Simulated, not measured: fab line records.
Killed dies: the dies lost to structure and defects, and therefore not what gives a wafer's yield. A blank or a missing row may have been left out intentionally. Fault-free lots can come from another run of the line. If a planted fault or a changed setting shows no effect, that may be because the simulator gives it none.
A struck lot beside a sound one + flow n5 finfet + 37 out of 1938 route steps
Sound: these wafers, L848.1, L848.4, L848.5. Struck: wafer L850.4 (left out: L850.3, a lot-mate that was not struck); the cause follows at the end.
At each step with rows: each side's tool, then ch and its chambers, then its first start. Under that, the readings that differ: sound wafers + struck wafers + difference of the means + sigmas: that difference in standard deviations of wafers without a fault.
alike: words and numbers the same on both sides, and readings whose means are apart by under 2 such deviations; not compared: readings that were withheld, readings missing a value for some wafer, numbers with overlapping values and no deviation given by the record, and bounds like >300 which may hide the same value.
Wherever a step has rows on one side only, a row that says differs or no value, or a row with sigmas, the two part there. Numbers that don't overlap but have no deviation are shown without sigmas and don't part them. A reading that every wafer of one side lacks parts them only if that side has two wafers or more.

first, 9 steps without rows for these wafers: N5_BEOL_M0_ANNEAL_135 (time 60 s); N5_BEOL_M0_SPUTTER_141 (material Cu, target thk 4 nm, time 7.37 s); N5_BEOL_M0_ECD_118 (material Cu, target thk 300 nm); N5_BEOL_M0_ANNEAL_119 (time 90 s); N5_BEOL_M0_CMP_120 (polishes, stops on SiOC, t overpolish 6.9 s); N5_BEOL_M0_PRE_CLEAN_131 (time 15 s); N5_BEOL_M0_CO_CAP_123 (material Co, precursor CCTBA/H2, target thk 2 nm, time 102.1 s); N5_BEOL_M0_PRE_CLEAN_124 (time 15 s); N5_BEOL_M0_DEP_125 (deposits SiCN from 3MS/NH3, target thk 8 nm, time 14 s).
N5_BEOL_M1_ILD_DEP_00: deposits SiOC from DEMS/O2, target thk 79 nm, time 15.3 s.
  sound on pecvd-04 ch 0,2, day 9 07:31; struck on pecvd-02 ch 2, day 9 14:52
| reading                                      | sound        | struck | difference | sigmas |
|----------------------------------------------|--------------|--------|------------|--------|
| model.SiOC_of_BEOL_M1_ILD_DEP_00.thk nm (nm) | 79 79.6 80.8 | 89.8   | +10.0      |        |
  alike: heater power w, showerhead plenum p Torr, throttle valve pct
N5_BEOL_M1_THK_MEAS_01:
  sound: film metro-02 at day 9 07:35; struck: film metro-02 at day 9 14:56
| reading         | sound          | struck | difference | sigmas |
|-----------------|----------------|--------|------------|--------|
| M1_ILD_THK (nm) | 79.0 79.6 80.8 | 89.8   | +10.0      | +10    |
then, 24 steps without rows for these wafers: N5_BEOL_M1_PECVD_72 (deposits SiO2 from TEOS/O2, target thk 16 nm, time 18 s); N5_BEOL_M1_HM_DEP_02 (deposits TiN, target thk 20 nm); N5_BEOL_M1_COAT_61 (time 60 s, resist thk 60 nm); N5_BEOL_M1_COAT_62 (time 60 s, resist thk 12 nm); N5_BEOL_M1_COAT_73 (time 60 s, resist thk 5 nm); N5_BEOL_M1_COAT_05 (resist thk 30 nm); N5_BEOL_M1_EBR_07; N5_BEOL_M1_SOFTBAKE_06 (time 60 s); N5_BEOL_M1_EXPOSE_08 (exposes mask M1); N5_BEOL_M1_PEB_09 (peb time 60 s); N5_BEOL_M1_DEVELOP_10 (develop time 30 s); N5_BEOL_M1_DESCUM_16 (chemistry O2, time 7 s); N5_BEOL_M1_ETCH_74 (etches underlayer in N2/H2, target depth 6.5 nm, time 5.2 s); N5_BEOL_M1_ETCH_63 (etches SiARC in CF4, target depth 15.6 nm, time 26 s); N5_BEOL_M1_ETCH_64 (etches SOC in N2/H2, target depth 75 nm, overetch 15 nm, time 112.5 s); N5_BEOL_M1_STRIP_65 (strips in N2/H2); N5_BEOL_M1_STRIP_75 (strips in N2/H2); N5_BEOL_M1_STRIP_66 (strips in CF4); N5_BEOL_M1_HM_OPEN_17 (chemistry Cl2/BCl3, target TiN, target depth 20 nm, overetch 6 nm); N5_BEOL_M1_STRIP_19 (strips in O2); N5_BEOL_M1_COAT_67 (time 60 s, resist thk 60 nm); N5_BEOL_M1_COAT_68 (time 60 s, resist thk 12 nm); N5_BEOL_M1_COAT_76 (time 60 s, resist thk 5 nm); N5_BEOL_M1_COAT_22 (resist thk 30 nm).
N5_BEOL_M1_CMP_52: polishes, stops on SiOC, t overpolish 6.8 s, target thk 40 nm.
  sound on cmp-04 ch 0,1,3, day 10 03:47; struck on cmp-01 ch 2, day 10 03:27
| reading                                      | sound          | struck | difference | sigmas |
|----------------------------------------------|----------------|--------|------------|--------|
| motor current A (A)                          | 6.8 6.4 5.8    | 5.1    | -1.2       | -3     |
| model.Cu_of_BEOL_M1_ECD_50.thk nm (nm)       | 39.8 39.4 41.8 | 52.8   | +12.5      |        |
| model.SiOC_of_BEOL_M1_ILD_DEP_00.thk nm (nm) | 78 78.6 79.8   | 88.8   | +10.0      |        |
N5_BEOL_M4_RC_MEAS_101:
  sound on prober-01 ch 0, day 11 16:16; struck on prober-02 ch 0, day 11 15:14
  alike: DIBL_N, DIBL_P, IOFF_N, IOFF_P, ION_N, ION_P, SS_N, SS_P, VT_N, VT_P

WHERE THEY PART
Last at N5_BEOL_M1_CMP_52 as far as this record goes, first at N5_BEOL_M1_THK_MEAS_01. Later steps at which nothing parts them and some readings are alike: N5_BEOL_M4_RC_MEAS_101.

WHY: whatever the simulator had introduced
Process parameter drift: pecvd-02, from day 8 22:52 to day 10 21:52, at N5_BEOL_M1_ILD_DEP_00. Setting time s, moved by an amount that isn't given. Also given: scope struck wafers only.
